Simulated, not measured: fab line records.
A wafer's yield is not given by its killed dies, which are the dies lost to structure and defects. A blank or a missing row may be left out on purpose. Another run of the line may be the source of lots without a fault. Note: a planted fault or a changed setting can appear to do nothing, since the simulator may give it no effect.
Chamber matching ; flow n5Finfet ; N5_GATE_CUT_STRIP_59 on rieDiel-04 has 4 sister chambers
The step strips in N2/H2, time 20 s. 24 wafers are shown with their chamber, then 12 later ones without.

WAFERS, EACH WITH ITS CHAMBER
wafer;chamber;showerheadPlenumPTorr (Torr);drypumpMotorCurrentA (A);throttleValvePct (%)
L075.1;3;3.22;6.5;12.30
L075.4;1;3.30;5.7;11.85
L075.5;0;3.48;5.8;12.40
L076.1;2;3.47;5.8;12.39
L076.2;3;3.22;6.4;12.27
L076.4;2;3.48;5.8;12.40
L078.1;0;3.47;5.8;12.41
L078.2;2;3.47;5.8;12.41
L078.3;1;3.30;5.7;11.87
L078.4;3;3.22;6.4;12.31
L078.5;0;3.47;5.8;12.42
L078.6;3;3.22;6.5;12.29
L085.1;1;3.29;5.7;11.88
L085.5;1;3.29;5.7;11.89
L085.6;0;3.47;5.8;12.46
L086.1;2;3.46;5.8;12.44
L086.2;1;3.29;5.7;11.90
L086.3;0;3.47;5.8;12.47
L088.1;1;3.29;5.7;11.92
L088.2;0;3.46;5.8;12.48
L088.3;2;3.46;5.7;12.45
L088.4;3;3.21;6.5;12.34
L088.5;0;3.46;5.8;12.47
L088.6;1;3.29;5.7;11.90

SIGNATURES (averages over the wafers above)
reading;chamber 0;chamber 1;chamber 2;chamber 3;scatter within a chamber
showerheadPlenumPTorr;3.4686;3.2929;3.4680;3.2180;0.00628
drypumpMotorCurrentA;5.800;5.700;5.780;6.460;0.0316
throttleValvePct;12.4443;11.8871;12.4180;12.3020;0.0275
Rule: distance of a wafer from a chamber = root of the sum over the readings of ((wafer's reading minus chamber's mean) / reading's scatter) squared. If the next closest chamber is less than 2 further off than the closest, the wafer can't be placed; otherwise it belongs to the closest. The scatter: the root of (the sum of the squares of (reading less its chamber's mean) over the shown wafers, divided by (wafers less chambers)).

WAFERS WITH NO CHAMBER GIVEN
wafer;showerheadPlenumPTorr (Torr);drypumpMotorCurrentA (A);throttleValvePct (%)
L089.1;3.29;5.7;11.88
L089.2;3.21;6.5;12.35
L089.5;3.29;5.7;11.91
L096.3;3.28;5.7;11.96
L096.4;3.28;5.7;11.95
L096.5;3.45;5.8;12.53
L097.1;3.28;5.7;11.95
L097.2;3.45;5.8;12.51
L097.3;3.45;5.7;12.50
L097.4;3.45;5.8;12.52
L097.5;3.45;5.8;12.49
L097.6;3.28;5.8;11.97

WHICH CHAMBER EACH WENT THROUGH
wafer;from the rows above;in truth
L089.1;1;1
L089.2;3;3
L089.5;1;1
L096.3;1;1
L096.4;1;1
L096.5;can't be placed: 0 or 2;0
L097.1;1;1
L097.2;can't be placed: 0 or 2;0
L097.3;can't be placed: 0 or 2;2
L097.4;can't be placed: 0 or 2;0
L097.5;can't be placed: 0 or 2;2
L097.6;1;1
Placed correctly: 7 of 12. Not placeable from these rows: 5 (in 5, the candidates include the true chamber). 0 placed wrongly.
